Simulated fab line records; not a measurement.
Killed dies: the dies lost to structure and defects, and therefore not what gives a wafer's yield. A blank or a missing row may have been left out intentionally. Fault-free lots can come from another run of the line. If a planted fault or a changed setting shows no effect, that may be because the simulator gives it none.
Chamber matching    flow n5_finfet    rie_diel-03 running N5_BEOL_M3_STRIP_36: 4 sister chambers
The step strips in N2/H2. 4 wafers are shown with their chamber, then 12 later ones without.

## EACH WAFER AND ITS CHAMBER
wafer   chamber  showerhead_plenum_p_Torr (Torr)
L091.5  3        2.51
L092.1  0        2.55
L092.2  2        2.59
L092.3  1        2.54

## WAFERS WITH NO CHAMBER GIVEN
wafer   showerhead_plenum_p_Torr (Torr)
L093.1  2.54
L093.2  2.59
L093.3  2.55
L093.4  2.50
L093.5  2.59
L093.6  2.54
L096.2  2.54
L096.4  2.59
L096.6  2.54
L097.3  2.55
L097.4  2.59
L097.5  2.55

## WHICH CHAMBER EACH ONE RAN IN
wafer   from the rows above  in truth
L093.1  1                    1
L093.2  2                    2
L093.3  0                    0
L093.4  3                    3
L093.5  2                    2
L093.6  1                    1
L096.2  1                    1
L096.4  2                    2
L096.6  1                    1
L097.3  0                    0
L097.4  2                    2
L097.5  0                    0
Correct placement for 12 of the 12. From these rows, 0 cannot be placed. Number placed wrongly: 0.
How it was worked out, from the rows above alone: a wafer's distance from a chamber is the root of the sum, over the readings, of the square of ((its reading less the chamber's mean) divided by the reading's scatter). The wafer belongs to the nearest chamber; if the next one is less than 2 further off, it can't be placed. For every chamber, the mean is computed from those of its wafers that are shown. The scatter (one wafer shown for each chamber): square how far every hidden wafer sits from the nearest shown wafer, average those squares and take the square root.
